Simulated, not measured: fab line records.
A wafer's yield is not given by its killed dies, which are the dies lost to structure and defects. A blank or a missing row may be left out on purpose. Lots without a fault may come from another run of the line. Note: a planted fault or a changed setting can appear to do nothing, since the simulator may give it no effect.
fab line records -- flow n5_finfet
[record] lots = 24, wafers = 72, last_day = 17
route steps=1938 shown BEOL_M13@1693 BEOL_M14@1727
lots that met no fault: taken from a fault-free run of the same line
start_h: start of the lot's first displayed wafer, in hours after the record's first day -- wait_h: hours since the lot's step before -- " identical to the entry in the row above -- L1.1+2: a row that stands for several wafers -- - no value present, or no start provided -- * or withheld: withheld -- < > ~ a bound
route shown NAME@n: NAME is a module with steps in the file, n the number in the route of the first one -- usual: mean and standard deviation over wafers with no fault -- same: alike in all rows -- chamber/n: place in a boat -- sites: readings site by site -- _std_site: standard deviation of those values -- _edge_site: the outer-site mean with the inner-site mean subtracted -- radius_mm: how far each site lies from the wafer's centre -- mask NAME#n: copy n -- behind: tool/chamber where the wafer was last shaped -- hold: the reason the lot was held/the length of the hold in hours/how it ended -- device: names the non-switching transistor (n, p or np) -- end of line: at the end of the route, the tests of the same wafers -- a step without rows: its recipe alone -- killed: count of dies lost to structure and defects at first sort (not the wafer's yield) -- map: the dies of a wafer, with x for killed, . for not killed, _ for no die there
set.NAME: the setting the step ran with; set.NAME@STEP: the setting that earlier step ran with -- model.NAME: the simulator's own value behind a step, which no gauge read
route steps across a sampled set of lots; one table per step, one row per wafer
services: a tool's chamber out of use, with start hour (start_h, from the record's first day; less than 0 if before it), hours out, and reason
[[steps]]
[step N5_BEOL_M13_ETCH_67]
[recipe] chemistry = CF4, target = SiARC, target_depth_a = 1430, time_s = 238.3, ion_energy_ev = 80, pressure_mtorr = 40, source_w = 545, bias_w = 36, Ar_flow_sccm = 100, cf4_flow_sccm = 100, ends = cleared
[usual] bias_w = 36.00/0.11, drypump_motor_current_A = 5.7/0.54, etch_rf_on_time_s = 237/6.1, oes_product_au = 0.68/0.072, rf_vpp_V = 183.9/1.2, showerhead_plenum_p_Torr = 2.13/0.078, throttle_valve_pct = 15.55/0.2
lot.wafer,tool,chamber,start_h,wait_h,bias_w,drypump_motor_current_A,etch_rf_on_time_s,oes_product_au,rf_hours_counter_h,rf_vpp_V,showerhead_plenum_p_Torr,throttle_valve_pct
L074.2,rie_diel-01,0,225.20,0.0,36.03,4.9,231,0.74,74,183.6,2.16,15.57
L074.3,rie_diel-01,1,225.20,0.0,35.83,5.8,230,0.73,56,184.3,2.17,15.57
L074.4,rie_diel-01,1,225.20,0.0,35.90,5.8,230,0.73,-,184.4,2.17,15.57
L076.2,rie_diel-05,1,231.58,0.0,36.15,6.1,239,0.70,74,185.2,2.25,15.39
L076.5,rie_diel-05,2,231.58,0.0,35.97,6.7,229,0.69,-,184.3,2.23,15.17
L076.6,rie_diel-05,3,231.58,0.0,35.99,5.8,238,0.59,-,184.7,2.20,15.44
L075.3,rie_diel-05,1,232.33,0.0,36.13,6.1,237,0.70,75,185.0,2.25,15.42
L075.5,rie_diel-05,2,232.33,0.0,35.91,6.8,228,0.69,-,184.9,2.22,15.16
L075.6,rie_diel-05,3,232.33,0.0,35.89,5.8,237,0.60,-,186.0,2.20,15.43
L077.2,rie_diel-05,2,247.93,0.0,36.11,6.8,232,0.68,122,182.2,2.22,15.19
L077.5,rie_diel-05,0,247.93,0.0,35.87,5.6,233,0.64,-,182.9,1.99,15.60
L077.6,rie_diel-05,3,247.93,0.0,36.15,5.8,243,0.59,-,183.9,2.20,15.45
L080.1,rie_diel-01,0,252.73,0.0,36.05,4.9,231,0.73,84,185.5,2.15,15.59
L080.4,rie_diel-01,2,252.73,0.0,36.12,5.0,234,0.85,3,184.2,2.11,15.64
L080.5,rie_diel-01,1,252.73,0.0,36.12,5.8,230,0.72,-,185.7,2.17,15.61
L079.3,rie_diel-03,0,255.96,0.0,36.07,5.9,252,0.60,185,184.1,2.13,15.77
L079.5,rie_diel-03,1,255.96,0.0,36.01,6.1,241,0.73,-,183.2,2.08,15.46
L079.6,rie_diel-03,2,255.96,0.0,35.87,5.1,240,0.63,-,182.7,2.06,15.72
L078.1,rie_diel-01,1,260.99,0.0,35.89,5.8,230,0.71,68,183.7,2.17,15.62
L078.3,rie_diel-01,0,260.99,0.0,36.01,4.9,235,0.72,86,182.6,2.15,15.59
L078.6,rie_diel-01,1,260.99,0.0,35.90,5.8,230,0.72,-,184.4,2.16,15.61
L081.2,rie_diel-01,1,269.12,0.0,36.03,5.8,231,0.71,70,185.3,2.16,15.61
L081.4,rie_diel-01,0,269.12,0.0,35.80,4.9,234,0.72,89,185.3,2.15,15.59
L081.6,rie_diel-01,1,269.12,0.0,36.11,5.8,230,0.72,-,183.0,2.16,15.63
L083.4,rie_diel-03,2,275.89,0.0,35.93,5.0,240,0.63,189,183.2,2.06,15.72
L083.5,rie_diel-03,0,275.89,0.0,35.98,5.9,248,0.60,-,184.3,2.13,15.77
L083.6,rie_diel-03,3,275.89,0.0,35.97,5.4,233,0.84,-,185.2,2.19,15.20
L082.1,rie_diel-05,1,277.66,0.0,36.10,6.1,243,0.68,87,186.9,2.25,15.45
L082.2,rie_diel-05,2,277.66,0.0,35.90,6.7,234,0.67,131,185.0,2.22,15.20
L082.4,rie_diel-05,0,277.66,0.0,35.93,5.6,233,0.65,148,181.2,1.98,15.61
L084.3,rie_diel-03,3,278.16,0.0,36.07,5.4,234,0.83,3,183.9,2.19,15.19
L084.4,rie_diel-03,0,278.16,0.0,35.89,5.9,248,0.60,194,183.4,2.13,15.78
L084.5,rie_diel-03,1,278.16,0.0,35.92,6.1,238,0.73,-,182.4,2.08,15.47
L085.2,rie_diel-03,0,288.27,0.0,36.01,5.9,249,0.60,197,182.6,2.13,15.80
L085.3,rie_diel-03,3,288.27,0.0,36.16,5.4,234,0.81,7,183.8,2.19,15.21
L085.6,rie_diel-03,0,288.27,0.0,35.91,5.9,250,0.60,-,183.5,2.13,15.78
L086.1,rie_diel-01,2,296.08,0.0,36.05,5.0,238,0.81,16,183.1,2.10,15.69
L086.2,rie_diel-01,1,296.08,0.0,36.09,5.7,230,0.70,80,185.3,2.16,15.62
L086.4,rie_diel-01,0,296.08,0.0,35.98,4.9,236,0.71,97,184.3,2.15,15.59
L087.2,rie_diel-03,0,300.16,0.0,36.00,5.9,253,0.59,199,183.8,2.12,15.79
L087.3,rie_diel-03,2,300.16,0.0,35.92,5.1,239,0.62,198,184.3,2.05,15.75
L087.6,rie_diel-03,0,300.16,0.0,35.94,5.9,254,0.58,-,184.4,2.13,15.78
L088.1,rie_diel-05,0,309.49,0.0,36.16,5.6,234,0.63,159,183.8,1.98,15.64
L088.2,rie_diel-05,1,309.49,0.0,35.76,6.1,241,0.68,97,185.0,2.24,15.45
L088.4,rie_diel-05,0,309.49,0.0,36.06,5.6,234,0.63,-,182.8,1.98,15.63
L090.1,rie_diel-05,1,310.44,0.0,36.06,6.1,234,0.68,98,185.3,2.24,15.43
L090.4,rie_diel-05,2,310.44,0.0,35.99,6.7,227,0.67,-,184.5,2.22,15.24
L090.6,rie_diel-05,1,310.44,0.0,36.05,6.1,236,0.69,-,185.0,2.24,15.44
L091.1,rie_diel-05,1,316.82,0.0,36.04,6.1,240,0.68,101,184.6,2.24,15.45
L091.3,rie_diel-05,0,316.82,0.0,36.02,5.6,232,0.63,162,182.8,1.98,15.63
L091.4,rie_diel-05,0,316.82,0.0,35.92,5.6,233,0.63,-,183.2,1.98,15.65
L089.1,rie_diel-01,3,317.37,0.0,36.03,5.3,239,0.58,246,180.7,2.03,15.72
L089.4,rie_diel-01,0,317.37,0.0,35.96,4.9,231,0.71,105,183.9,2.14,15.62
L089.6,rie_diel-01,2,317.37,0.0,36.03,5.0,238,0.79,-,183.3,2.10,15.71
L092.2,rie_diel-05,1,324.38,0.0,36.02,6.1,240,0.67,103,184.6,2.24,15.46
L092.4,rie_diel-05,2,324.38,0.0,36.07,6.7,228,0.67,-,186.2,2.21,15.23
L092.6,rie_diel-05,1,324.38,0.0,36.32,6.1,240,0.67,-,184.9,2.24,15.47
L093.1,rie_diel-03,0,329.11,0.0,35.78,5.9,250,0.59,208,184.1,2.12,15.80
L093.5,rie_diel-03,2,329.11,0.0,36.00,5.1,241,0.61,-,182.6,2.05,15.79
L093.6,rie_diel-03,1,329.11,0.0,36.12,6.1,245,0.70,-,182.8,2.08,15.50
L094.2,rie_diel-03,0,331.78,0.0,35.95,5.9,248,0.58,209,183.4,2.12,15.81
L094.3,rie_diel-03,2,331.78,0.0,35.93,5.1,234,0.63,207,182.6,2.05,15.78
L094.5,rie_diel-03,2,331.78,0.0,35.95,5.1,236,0.62,-,183.1,2.05,15.77
L095.1,rie_diel-03,1,356.45,0.0,35.85,6.1,243,0.69,100,183.3,2.07,15.54
L095.2,rie_diel-03,0,356.45,0.0,35.93,5.9,248,0.58,217,185.5,2.12,15.83
L095.4,rie_diel-03,3,356.45,0.0,36.18,5.4,234,0.77,27,183.2,2.18,15.23
L096.2,rie_diel-01,3,356.64,0.0,36.00,5.3,231,0.86,2,185.3,2.29,15.22
L096.3,rie_diel-01,2,356.64,0.0,36.05,5.0,237,0.77,37,183.8,2.10,15.72
L096.4,rie_diel-01,0,356.64,0.0,36.07,4.9,233,0.69,119,184.1,2.14,15.65
L097.2,rie_diel-01,3,369.98,0.0,36.04,5.3,229,0.84,7,184.1,2.28,15.23
L097.3,rie_diel-01,1,369.98,0.0,35.94,5.8,231,0.68,102,182.9,2.15,15.70
L097.6,rie_diel-01,1,369.98,0.0,35.88,5.8,230,0.68,-,184.7,2.15,15.68
[step N5_BEOL_M13_OCD_MEAS_35]
[usual] trench_depth_nm = 411/5.3
lot.wafer,tool,chamber,start_h,wait_h,trench_depth_nm
L074.2,ocd-02,-,225.74,0.0,405
L074.3,ocd-02,-,225.74,0.0,401
L074.4,ocd-02,-,225.74,0.0,404
L076.2,ocd-01,-,232.13,0.0,414
L076.5,ocd-01,-,232.13,0.0,415
L076.6,ocd-01,-,232.13,0.0,410
L075.3,ocd-01,-,232.87,0.0,411
L075.5,ocd-01,-,232.87,0.0,411
L075.6,ocd-01,-,232.87,0.0,411
L077.2,ocd-02,-,248.47,0.0,411
L077.5,ocd-02,-,248.47,0.0,411
L077.6,ocd-02,-,248.47,0.0,403
L080.1,ocd-02,-,253.27,0.0,414
L080.4,ocd-02,-,253.27,0.0,415
L080.5,ocd-02,-,253.27,0.0,410
L079.3,ocd-01,-,256.51,0.0,408
L079.5,ocd-01,-,256.51,0.0,416
L079.6,ocd-01,-,256.51,0.0,410
L078.1,ocd-01,-,261.54,0.0,415
L078.3,ocd-01,-,261.54,0.0,414
L078.6,ocd-01,-,261.54,0.0,411
L081.2,ocd-02,-,269.66,0.0,411
L081.4,ocd-02,-,269.66,0.0,409
L081.6,ocd-02,-,269.66,0.0,410
L083.4,ocd-02,-,276.44,0.0,416
L083.5,ocd-02,-,276.44,0.0,402
L083.6,ocd-02,-,276.44,0.0,420
L082.1,ocd-01,-,278.20,0.0,412
L082.2,ocd-01,-,278.20,0.0,410
L082.4,ocd-01,-,278.20,0.0,410
L084.3,ocd-01,-,278.71,0.0,417
L084.4,ocd-01,-,278.71,0.0,406
L084.5,ocd-01,-,278.71,0.0,417
L085.2,ocd-01,-,288.82,0.0,407
L085.3,ocd-01,-,288.82,0.0,421
L085.6,ocd-01,-,288.82,0.0,409
L086.1,ocd-02,-,296.62,0.0,417
L086.2,ocd-02,-,296.62,0.0,410
L086.4,ocd-02,-,296.62,0.0,415
L087.2,ocd-01,-,300.71,0.0,405
L087.3,ocd-01,-,300.71,0.0,411
L087.6,ocd-01,-,300.71,0.0,409
L088.1,ocd-02,-,310.03,0.0,409
L088.2,ocd-02,-,310.03,0.0,416
L088.4,ocd-02,-,310.03,0.0,412
L090.1,ocd-02,-,310.99,0.0,411
L090.4,ocd-02,-,310.99,0.0,409
L090.6,ocd-02,-,310.99,0.0,407
L091.1,ocd-01,-,317.36,0.0,415
L091.3,ocd-01,-,317.36,0.0,413
L091.4,ocd-01,-,317.36,0.0,410
L089.1,ocd-02,-,317.91,0.0,397
L089.4,ocd-02,-,317.91,0.0,413
L089.6,ocd-02,-,317.91,0.0,415
L092.2,ocd-01,-,324.93,0.0,402
L092.4,ocd-01,-,324.93,0.0,403
L092.6,ocd-01,-,324.93,0.0,403
L093.1,ocd-01,-,329.65,0.0,409
L093.5,ocd-01,-,329.65,0.0,412
L093.6,ocd-01,-,329.65,0.0,413
L094.2,ocd-01,-,332.32,0.0,404
L094.3,ocd-01,-,332.32,0.0,412
L094.5,ocd-01,-,332.32,0.0,412
L095.1,ocd-02,-,356.99,0.0,415
L095.2,ocd-02,-,356.99,0.0,406
L095.4,ocd-02,-,356.99,0.0,418
L096.2,ocd-01,-,357.18,0.0,418
L096.3,ocd-01,-,357.18,0.0,408
L096.4,ocd-01,-,357.18,0.0,409
L097.2,ocd-01,-,370.53,0.0,418
L097.3,ocd-01,-,370.53,0.0,410
L097.6,ocd-01,-,370.53,0.0,409
[step N5_BEOL_M13_RS_MEAS_54]
[recipe] thk_meas_gauge = four-point-probe, reads = Cu_of_BEOL_M13_ECD_47+Ta_of_BEOL_M13_SPUTTER_44+TaN_of_BEOL_M13_SPUTTER_43
[usual] M13_RS = 0.0454/0.00063
lot.wafer,tool,chamber,start_h,wait_h,M13_RS[ohm/sq]
L074.2,film_metro-02,-,227.33,0.1,0.0462
L074.3,film_metro-02,-,227.33,0.1,0.0466
L074.4,film_metro-02,-,227.33,0.1,0.0461
L076.2,film_metro-01,-,234.40,0.1,0.0452
L076.5,film_metro-01,-,234.40,0.1,0.0449
L076.6,film_metro-01,-,234.40,0.1,0.0456
L075.3,film_metro-01,-,235.22,0.1,0.0453
L075.5,film_metro-01,-,235.22,0.1,0.0453
L075.6,film_metro-01,-,235.22,0.1,0.0455
L077.2,film_metro-01,-,252.21,0.1,0.0450
L077.5,film_metro-01,-,252.21,0.1,0.0452
L077.6,film_metro-01,-,252.21,0.1,0.0463
L080.1,film_metro-02,-,257.08,0.0,0.0449
L080.4,film_metro-02,-,257.08,0.0,0.0451
L080.5,film_metro-02,-,257.08,0.0,0.0455
L079.3,film_metro-01,-,260.37,0.1,0.0456
L079.5,film_metro-01,-,260.37,0.1,0.0447
L079.6,film_metro-01,-,260.37,0.1,0.0456
L078.1,film_metro-02,-,264.90,0.0,0.0451
L078.3,film_metro-02,-,264.90,0.0,0.0448
L078.6,film_metro-02,-,264.90,0.0,0.0453
L081.2,film_metro-02,-,271.91,0.1,0.0453
L081.4,film_metro-02,-,271.91,0.1,0.0453
L081.6,film_metro-02,-,271.91,0.1,0.0454
L083.4,film_metro-01,-,278.14,0.0,0.0447
L083.5,film_metro-01,-,278.14,0.0,0.0462
L083.6,film_metro-01,-,278.14,0.0,0.0443
L082.1,film_metro-01,-,279.96,0.0,0.0453
L082.2,film_metro-01,-,279.96,0.0,0.0453
L082.4,film_metro-01,-,279.96,0.0,0.0454
L084.3,film_metro-01,-,281.43,0.1,0.0446
L084.4,film_metro-01,-,281.43,0.1,0.0459
L084.5,film_metro-01,-,281.43,0.1,0.0448
L085.2,film_metro-01,-,292.71,0.1,0.0455
L085.3,film_metro-01,-,292.71,0.1,0.0439
L085.6,film_metro-01,-,292.71,0.1,0.0455
L086.1,film_metro-01,-,299.67,0.0,0.0446
L086.2,film_metro-01,-,299.67,0.0,0.0452
L086.4,film_metro-01,-,299.67,0.0,0.0448
L087.2,film_metro-02,-,302.45,0.1,0.0459
L087.3,film_metro-02,-,302.45,0.1,0.0454
L087.6,film_metro-02,-,302.45,0.1,0.0458
L088.1,film_metro-02,-,313.55,0.0,0.0458
L088.2,film_metro-02,-,313.55,0.0,0.0449
L088.4,film_metro-02,-,313.55,0.0,0.0449
L090.1,film_metro-01,-,314.06,0.0,0.0456
L090.4,film_metro-01,-,314.06,0.0,0.0454
L090.6,film_metro-01,-,314.06,0.0,0.0459
L091.1,film_metro-02,-,323.99,0.1,0.0451
L091.3,film_metro-02,-,323.99,0.1,0.0453
L091.4,film_metro-02,-,323.99,0.1,0.0456
L089.1,film_metro-02,-,325.90,0.0,0.0469
L089.4,film_metro-02,-,325.90,0.0,0.0452
L089.6,film_metro-02,-,325.90,0.0,0.0449
L092.2,film_metro-02,-,326.75,0.1,0.0464
L092.4,film_metro-02,-,326.75,0.1,0.0462
L092.6,film_metro-02,-,326.75,0.1,0.0463
L093.1,film_metro-01,-,332.28,0.0,0.0451
L093.5,film_metro-01,-,332.28,0.0,0.0448
L093.6,film_metro-01,-,332.28,0.0,0.0450
L094.2,film_metro-01,-,334.99,0.1,0.0461
L094.3,film_metro-01,-,334.99,0.1,0.0451
L094.5,film_metro-01,-,334.99,0.1,0.0453
L095.1,film_metro-02,-,360.64,0.0,0.0449
L095.2,film_metro-02,-,360.64,0.0,0.0459
L095.4,film_metro-02,-,360.64,0.0,0.0449
L096.2,film_metro-01,-,360.81,0.1,0.0444
L096.3,film_metro-01,-,360.81,0.1,0.0455
L096.4,film_metro-01,-,360.81,0.1,0.0456
L097.2,film_metro-01,-,374.96,0.1,0.0445
L097.3,film_metro-01,-,374.96,0.1,0.0455
L097.6,film_metro-01,-,374.96,0.1,0.0455
[step N5_BEOL_M13_INSPECT_55]
[recipe] inspect_instrument = darkfield, mode = post_dep
[usual] raw_defect_count = 69/23
lot.wafer,tool,chamber,start_h,wait_h,raw_defect_count
L074.2,defect_inspect-02,-,227.36,0.0,82
L074.3,defect_inspect-02,-,227.36,0.0,76
L074.4,defect_inspect-02,-,227.36,0.0,94
L076.2,defect_inspect-01,-,234.42,0.0,52
L076.5,defect_inspect-01,-,234.42,0.0,70
L076.6,defect_inspect-01,-,234.42,0.0,57
L075.3,defect_inspect-01,-,235.24,0.0,70
L075.5,defect_inspect-01,-,235.24,0.0,77
L075.6,defect_inspect-01,-,235.24,0.0,50
L077.2,defect_inspect-02,-,252.24,0.0,111
L077.5,defect_inspect-02,-,252.24,0.0,76
L077.6,defect_inspect-02,-,252.24,0.0,100
L080.1,defect_inspect-01,-,257.10,0.0,39
L080.4,defect_inspect-01,-,257.10,0.0,79
L080.5,defect_inspect-01,-,257.10,0.0,42
L079.3,defect_inspect-01,-,260.39,0.0,61
L079.5,defect_inspect-01,-,260.39,0.0,84
L079.6,defect_inspect-01,-,260.39,0.0,108
L078.1,defect_inspect-01,-,264.92,0.0,57
L078.3,defect_inspect-01,-,264.92,0.0,104
L078.6,defect_inspect-01,-,264.92,0.0,166
L081.2,defect_inspect-01,-,271.94,0.0,71
L081.4,defect_inspect-01,-,271.94,0.0,55
L081.6,defect_inspect-01,-,271.94,0.0,77
L083.4,defect_inspect-01,-,278.17,0.0,48
L083.5,defect_inspect-01,-,278.17,0.0,47
L083.6,defect_inspect-01,-,278.17,0.0,62
L082.1,defect_inspect-01,-,279.99,0.0,48
L082.2,defect_inspect-01,-,279.99,0.0,52
L082.4,defect_inspect-01,-,279.99,0.0,41
L084.3,defect_inspect-01,-,281.46,0.0,76
L084.4,defect_inspect-01,-,281.46,0.0,35
L084.5,defect_inspect-01,-,281.46,0.0,74
L085.2,defect_inspect-01,-,292.74,0.0,79
L085.3,defect_inspect-01,-,292.74,0.0,48
L085.6,defect_inspect-01,-,292.74,0.0,47
L086.1,defect_inspect-01,-,299.69,0.0,75
L086.2,defect_inspect-01,-,299.69,0.0,75
L086.4,defect_inspect-01,-,299.69,0.0,107
L087.2,defect_inspect-02,-,302.48,0.0,55
L087.3,defect_inspect-02,-,302.48,0.0,39
L087.6,defect_inspect-02,-,302.48,0.0,53
L088.1,defect_inspect-02,-,313.58,0.0,78
L088.2,defect_inspect-02,-,313.58,0.0,73
L088.4,defect_inspect-02,-,313.58,0.0,93
L090.1,defect_inspect-02,-,314.09,0.0,61
L090.4,defect_inspect-02,-,314.09,0.0,59
L090.6,defect_inspect-02,-,314.09,0.0,74
L091.1,defect_inspect-02,-,324.02,0.0,52
L091.3,defect_inspect-02,-,324.02,0.0,40
L091.4,defect_inspect-02,-,324.02,0.0,96
L089.1,defect_inspect-02,-,325.92,0.0,106
L089.4,defect_inspect-02,-,325.92,0.0,62
L089.6,defect_inspect-02,-,325.92,0.0,81
L092.2,defect_inspect-01,-,326.77,0.0,57
L092.4,defect_inspect-01,-,326.77,0.0,48
L092.6,defect_inspect-01,-,326.77,0.0,40
L093.1,defect_inspect-01,-,332.31,0.0,90
L093.5,defect_inspect-01,-,332.31,0.0,73
L093.6,defect_inspect-01,-,332.31,0.0,46
L094.2,defect_inspect-01,-,335.01,0.0,89
L094.3,defect_inspect-01,-,335.01,0.0,67
L094.5,defect_inspect-01,-,335.01,0.0,127
L095.1,defect_inspect-02,-,360.67,0.0,55
L095.2,defect_inspect-02,-,360.67,0.0,62
L095.4,defect_inspect-02,-,360.67,0.0,76
L096.2,defect_inspect-02,-,360.84,0.0,72
L096.3,defect_inspect-02,-,360.84,0.0,46
L096.4,defect_inspect-02,-,360.84,0.0,85
L097.2,defect_inspect-01,-,374.99,0.0,43
L097.3,defect_inspect-01,-,374.99,0.0,63
L097.6,defect_inspect-01,-,374.99,0.0,74
[step N5_BEOL_M14_OVL_MEAS_11]
[recipe] points_per_wafer = 44
[usual] V13_OVL = 2/6.2
lot.wafer,tool,chamber,start_h,wait_h,V13_OVL[nm]
L074.2,overlay-01,0,228.36,0.0,2
L074.3,overlay-01,0,228.36,0.0,-8
L074.4,overlay-01,0,228.36,0.0,-11
L076.2,overlay-01,0,234.99,0.0,7
L076.5,overlay-01,0,234.99,0.0,9
L076.6,overlay-01,0,234.99,0.0,9
L075.3,overlay-01,0,235.93,0.0,11
L075.5,overlay-01,0,235.93,0.0,14
L075.6,overlay-01,0,235.93,0.0,6
L077.2,overlay-01,0,252.88,0.0,-1
L077.5,overlay-01,0,252.88,0.0,0
L077.6,overlay-01,0,252.88,0.0,-3
L080.1,overlay-01,0,257.79,0.0,-9
L080.4,overlay-01,0,257.79,0.0,-1
L080.5,overlay-01,0,257.79,0.0,2
L079.3,overlay-01,0,260.96,0.0,5
L079.5,overlay-01,0,260.96,0.0,0
L079.6,overlay-01,0,260.96,0.0,4
L078.1,overlay-01,0,265.50,0.0,-1
L078.3,overlay-01,0,265.50,0.0,-9
L078.6,overlay-01,0,265.50,0.0,-9
L081.2,overlay-01,0,272.50,0.0,16
L081.4,overlay-01,0,272.50,0.0,9
L081.6,overlay-01,0,272.50,0.0,14
L083.4,overlay-02,0,278.73,0.0,0
L083.5,overlay-02,0,278.73,0.0,5
L083.6,overlay-02,0,278.73,0.0,7
L082.1,overlay-02,0,280.55,0.0,-6
L082.2,overlay-02,0,280.55,0.0,2
L082.4,overlay-02,0,280.55,0.0,-1
L084.3,overlay-01,0,282.02,0.0,11
L084.4,overlay-01,0,282.02,0.0,4
L084.5,overlay-01,0,282.02,0.0,5
L085.2,overlay-01,0,293.43,0.0,6
L085.3,overlay-01,0,293.43,0.0,0
L085.6,overlay-01,0,293.43,0.0,3
L086.1,overlay-01,0,300.34,0.0,-4
L086.2,overlay-01,0,300.34,0.0,-3
L086.4,overlay-01,0,300.34,0.0,1
L087.2,overlay-01,0,303.04,0.0,-1
L087.3,overlay-01,0,303.04,0.0,-3
L087.6,overlay-01,0,303.04,0.0,-3
L088.1,overlay-01,0,314.14,0.0,3
L088.2,overlay-01,0,314.14,0.0,-3
L088.4,overlay-01,0,314.14,0.0,-1
L090.1,overlay-02,0,314.65,0.0,9
L090.4,overlay-02,0,314.65,0.0,6
L090.6,overlay-02,0,314.65,0.0,2
L091.1,overlay-01,0,324.71,0.0,4
L091.3,overlay-01,0,324.71,0.0,7
L091.4,overlay-01,0,324.71,0.0,-4
L089.1,overlay-01,0,326.61,0.0,7
L089.4,overlay-01,0,326.61,0.0,10
L089.6,overlay-01,0,326.61,0.0,2
L092.2,overlay-01,0,327.34,0.0,2
L092.4,overlay-01,0,327.34,0.0,-3
L092.6,overlay-01,0,327.34,0.0,5
L093.1,overlay-02,0,333.08,0.0,2
L093.5,overlay-02,0,333.08,0.0,12
L093.6,overlay-02,0,333.08,0.0,8
L094.2,overlay-01,0,335.70,0.0,-2
L094.3,overlay-01,0,335.70,0.0,-5
L094.5,overlay-01,0,335.70,0.0,-5
L095.1,overlay-02,0,361.23,0.0,-3
L095.2,overlay-02,0,361.23,0.0,0
L095.4,overlay-02,0,361.23,0.0,0
L096.2,overlay-02,0,361.40,0.0,3
L096.3,overlay-02,0,361.40,0.0,2
L096.4,overlay-02,0,361.40,0.0,4
L097.2,overlay-01,0,375.55,0.0,12
L097.3,overlay-01,0,375.55,0.0,5
L097.6,overlay-01,0,375.55,0.0,12
[step N5_BEOL_M14_CD_MEAS_17]
[recipe] target_cd_nm = 250, polarity = opening
[usual] cd_nm = 250.4/2.2
lot.wafer,tool,chamber,start_h,wait_h,cd_nm
L074.2,cd_sem-03,-,229.26,0.0,253.5
L074.3,cd_sem-03,-,229.26,0.0,252.9
L074.4,cd_sem-03,-,229.26,0.0,252.6
L076.2,cd_sem-03,-,235.48,0.0,246.3
L076.5,cd_sem-03,-,235.48,0.0,249.6
L076.6,cd_sem-03,-,235.48,0.0,250.5
L075.3,cd_sem-02,-,236.49,0.0,250.6
L075.5,cd_sem-02,-,236.49,0.0,249.6
L075.6,cd_sem-02,-,236.49,0.0,249.0
L077.2,cd_sem-01,-,253.68,0.0,249.6
L077.5,cd_sem-01,-,253.68,0.0,249.0
L077.6,cd_sem-01,-,253.68,0.0,248.0
L080.1,cd_sem-02,-,258.32,0.0,255.4
L080.4,cd_sem-02,-,258.32,0.0,252.9
L080.5,cd_sem-02,-,258.32,0.0,251.1
L079.3,cd_sem-01,-,261.45,0.0,251.6
L079.5,cd_sem-01,-,261.45,0.0,252.1
L079.6,cd_sem-01,-,261.45,0.0,249.1
L078.1,cd_sem-01,-,265.99,0.0,252.5
L078.3,cd_sem-01,-,265.99,0.0,256.0
L078.6,cd_sem-01,-,265.99,0.0,253.3
L081.2,cd_sem-02,-,273.12,0.0,251.7
L081.4,cd_sem-02,-,273.12,0.0,248.6
L081.6,cd_sem-02,-,273.12,0.0,249.8
L083.4,cd_sem-01,-,279.22,0.0,251.9
L083.5,cd_sem-01,-,279.22,0.0,250.2
L083.6,cd_sem-01,-,279.22,0.0,252.3
L082.1,cd_sem-02,-,281.04,0.0,254.4
L082.2,cd_sem-02,-,281.04,0.0,253.0
L082.4,cd_sem-02,-,281.04,0.0,250.5
L084.3,cd_sem-03,-,282.52,0.0,248.9
L084.4,cd_sem-03,-,282.52,0.0,251.9
L084.5,cd_sem-03,-,282.52,0.0,247.8
L085.2,cd_sem-02,-,293.98,0.0,245.4
L085.3,cd_sem-02,-,293.98,0.0,247.0
L085.6,cd_sem-02,-,293.98,0.0,246.7
L086.1,cd_sem-02,-,300.91,0.0,251.4
L086.2,cd_sem-02,-,300.91,0.0,250.6
L086.4,cd_sem-02,-,300.91,0.0,249.2
L087.2,cd_sem-01,-,303.53,0.0,250.8
L087.3,cd_sem-01,-,303.53,0.0,248.3
L087.6,cd_sem-01,-,303.53,0.0,249.1
L088.1,cd_sem-01,-,314.63,0.0,252.3
L088.2,cd_sem-01,-,314.63,0.0,248.2
L088.4,cd_sem-01,-,314.63,0.0,252.9
L090.1,cd_sem-03,-,315.14,0.0,251.6
L090.4,cd_sem-03,-,315.14,0.0,248.6
L090.6,cd_sem-03,-,315.14,0.0,249.6
L091.1,cd_sem-02,-,325.20,0.0,248.7
L091.3,cd_sem-02,-,325.20,0.0,252.1
L091.4,cd_sem-02,-,325.20,0.0,253.5
L089.1,cd_sem-03,-,327.10,0.0,252.1
L089.4,cd_sem-03,-,327.10,0.0,249.0
L089.6,cd_sem-03,-,327.10,0.0,251.8
L092.2,cd_sem-01,-,327.88,0.0,249.3
L092.4,cd_sem-01,-,327.88,0.0,248.6
L092.6,cd_sem-01,-,327.88,0.0,249.9
L093.1,cd_sem-01,-,333.59,0.0,251.5
L093.5,cd_sem-01,-,333.59,0.0,252.3
L093.6,cd_sem-01,-,333.59,0.0,253.9
L094.2,cd_sem-01,-,336.20,0.0,246.7
L094.3,cd_sem-01,-,336.20,0.0,245.9
L094.5,cd_sem-01,-,336.20,0.0,245.8
L095.1,cd_sem-02,-,361.73,0.0,246.5
L095.2,cd_sem-02,-,361.73,0.0,249.7
L095.4,cd_sem-02,-,361.73,0.0,246.2
L096.2,cd_sem-01,-,361.89,0.0,251.1
L096.3,cd_sem-01,-,361.89,0.0,250.1
L096.4,cd_sem-01,-,361.89,0.0,251.3
L097.2,cd_sem-01,-,376.05,0.0,249.8
L097.3,cd_sem-01,-,376.05,0.0,251.1
L097.6,cd_sem-01,-,376.05,0.0,248.9
[[services]]
tool,chamber,start_h,hours,kind
rie_diel-01,3,211.88,14.8,repair
rie_diel-01,2,230.42,-,clean
rie_diel-01,2,230.42,-,consumable_replace:focus_ring
rie_diel-01,2,230.42,13.2,scheduled_down
rie_diel-01,2,230.42,13.2,vent_cycle
rie_diel-03,3,232.01,2.0,repair
rie_diel-03,3,245.09,-,clean
rie_diel-03,3,245.09,-,consumable_replace:focus_ring
rie_diel-03,3,245.09,17.9,scheduled_down
rie_diel-03,3,245.09,17.9,vent_cycle
rie_diel-03,3,266.40,4.3,repair
rie_diel-05,3,288.80,4.2,repair
rie_diel-03,0,289.36,5.6,repair
rie_diel-05,3,307.51,-,clean
rie_diel-05,3,307.51,-,consumable_replace:focus_ring
rie_diel-05,3,307.51,17.0,scheduled_down
rie_diel-05,3,307.51,17.0,vent_cycle
rie_diel-01,1,326.54,5.2,repair
rie_diel-01,3,331.80,-,clean
rie_diel-01,3,331.80,-,consumable_replace:focus_ring
rie_diel-01,3,331.80,-,consumable_replace:showerhead
rie_diel-03,3,343.39,5.5,repair
rie_diel-03,2,358.84,8.7,repair
rie_diel-03,1,362.26,7.0,repair
[[key]]
fault none
